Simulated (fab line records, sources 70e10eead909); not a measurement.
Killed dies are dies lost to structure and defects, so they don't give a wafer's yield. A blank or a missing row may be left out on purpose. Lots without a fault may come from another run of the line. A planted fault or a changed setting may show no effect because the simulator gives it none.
Chamber matching | flow nand_harc | NHARC_A_STAIRCASE_ETCH_444 on rie_diel-08: 4 sister chambers
The step etches the open film in C4F8/O2, target depth 20400 nm, time 6800 s. 4 wafers are shown with their chamber, then 7 later ones without.

WAFERS WITH THEIR CHAMBER
wafer  | chamber | rf_vpp_V (V)
L083.1 | 0       | 814
L086.6 | 3       | 805
L085.1 | 2       | 802
L085.3 | 1       | 814

WAFERS WITHOUT THEIR CHAMBER
wafer  | rf_vpp_V (V)
L085.5 | 813
L089.2 | 802
L089.3 | 813
L089.5 | 812
L092.4 | 800
L092.5 | 813
L092.6 | 803

WHICH CHAMBER EACH WENT THROUGH
wafer  | from the rows above     | in truth
L085.5 | can't be placed: 0 or 1 | 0
L089.2 | 2                       | 2
L089.3 | can't be placed: 0 or 1 | 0
L089.5 | can't be placed: 0 or 1 | 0
L092.4 | 2                       | 2
L092.5 | can't be placed: 0 or 1 | 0
L092.6 | can't be placed: 2 or 3 | 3
Placed correctly: 2 of 7. Can't be placed from these rows: 5 (the true chamber is among the candidates in 5). Placed wrongly: 0.
How it was worked out, from the rows above alone: a wafer's distance from a chamber is the root of the sum, over the readings, of the square of ((its reading less the chamber's mean) divided by the reading's scatter). The wafer belongs to the nearest chamber; if the next one is less than 2 further off, it can't be placed. A chamber's mean is the mean of its shown wafers. The scatter: with one shown wafer a chamber, the root of the mean of the squares of how far each hidden wafer lies from its nearest shown one.
